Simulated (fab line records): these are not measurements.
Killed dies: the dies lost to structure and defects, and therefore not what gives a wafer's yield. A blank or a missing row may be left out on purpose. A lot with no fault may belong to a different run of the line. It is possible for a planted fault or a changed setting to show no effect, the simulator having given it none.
Matching of chambers | flow nand-harc | rie-diel-07 running NHARC_A_STAIRCASE_TRIM_196: 4 sister chambers
The step chemistry O2, time 211.2 s. 16 wafers are shown with their chamber, then 8 later ones without.

## WAFERS WITH THEIR CHAMBER
wafer  | chamber | drypump-motor-current-A (A) | showerhead-plenum-p-Torr (Torr) | oes-product-au (a.u.)
L074.2 | 0       | 6.4                         | 3.31                            | 0.992
L074.4 | 1       | 5.4                         | 3.63                            | 0.998
L074.6 | 1       | 5.4                         | 3.63                            | 0.994
L075.1 | 0       | 6.5                         | 3.31                            | 1.009
L075.5 | 1       | 5.4                         | 3.63                            | 0.994
L075.6 | 2       | 6.2                         | 3.30                            | 0.994
L077.2 | 1       | 5.4                         | 3.62                            | 0.999
L077.3 | 2       | 6.2                         | 3.30                            | 1.001
L077.4 | 0       | 6.4                         | 3.31                            | 1.005
L078.1 | 0       | 6.4                         | 3.30                            | 0.998
L078.2 | 1       | 5.4                         | 3.62                            | 1.000
L078.6 | 1       | 5.4                         | 3.62                            | 0.998
L085.1 | 3       | 5.9                         | 3.36                            | 0.992
L085.4 | 0       | 6.4                         | 3.29                            | 0.987
L085.6 | 0       | 6.4                         | 3.30                            | 0.986
L087.1 | 1       | 5.4                         | 3.61                            | 0.994

SIGNATURES (averages over the wafers above)
reading                  | chamber 0 | chamber 1 | chamber 2 | chamber 3 | scatter within a chamber
drypump-motor-current-A  | 6.417     | 5.400     | 6.200     | 5.900     | 0.0264
showerhead-plenum-p-Torr | 3.3033    | 3.6229    | 3.3000    | 3.3600    | 0.00751
oes-product-au           | 0.99617   | 0.99671   | 0.99750   | 0.99200   | 0.00656
Rule: for a wafer and a chamber, the distance is found by dividing, reading by reading, the gap between the wafer's reading and the chamber's mean by the reading's scatter, squaring, summing and taking the root. The wafer belongs to the nearest chamber; if the next one is less than 2 further off, it can't be placed. The scatter: the root of (the sum of the squares of (reading less its chamber's mean) over the shown wafers, divided by (wafers less chambers)).

## WAFERS WITHOUT THEIR CHAMBER
wafer  | drypump-motor-current-A (A) | showerhead-plenum-p-Torr (Torr) | oes-product-au (a.u.)
L087.2 | 5.8                         | 3.36                            | 0.981
L087.3 | 6.5                         | 3.29                            | 1.003
L088.4 | 6.2                         | 3.80                            | 0.994
L088.5 | 5.9                         | 3.35                            | 1.003
L088.6 | 6.5                         | 3.29                            | 0.995
L097.2 | 5.8                         | 3.34                            | 1.010
L097.4 | 6.2                         | 3.78                            | 0.987
L097.6 | 5.4                         | 3.59                            | 1.003

## WHICH CHAMBER EACH WENT THROUGH
wafer  | from the rows above | in truth
L087.2 | 3                   | 3
L087.3 | 0                   | 0
L088.4 | 1                   | 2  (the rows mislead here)
L088.5 | 3                   | 3
L088.6 | 0                   | 0
L097.2 | 3                   | 3
L097.4 | 1                   | 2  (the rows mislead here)
L097.6 | 1                   | 1
Placed correctly: 6 of 8. Left unplaced by these rows: 0. 2 placed wrongly.
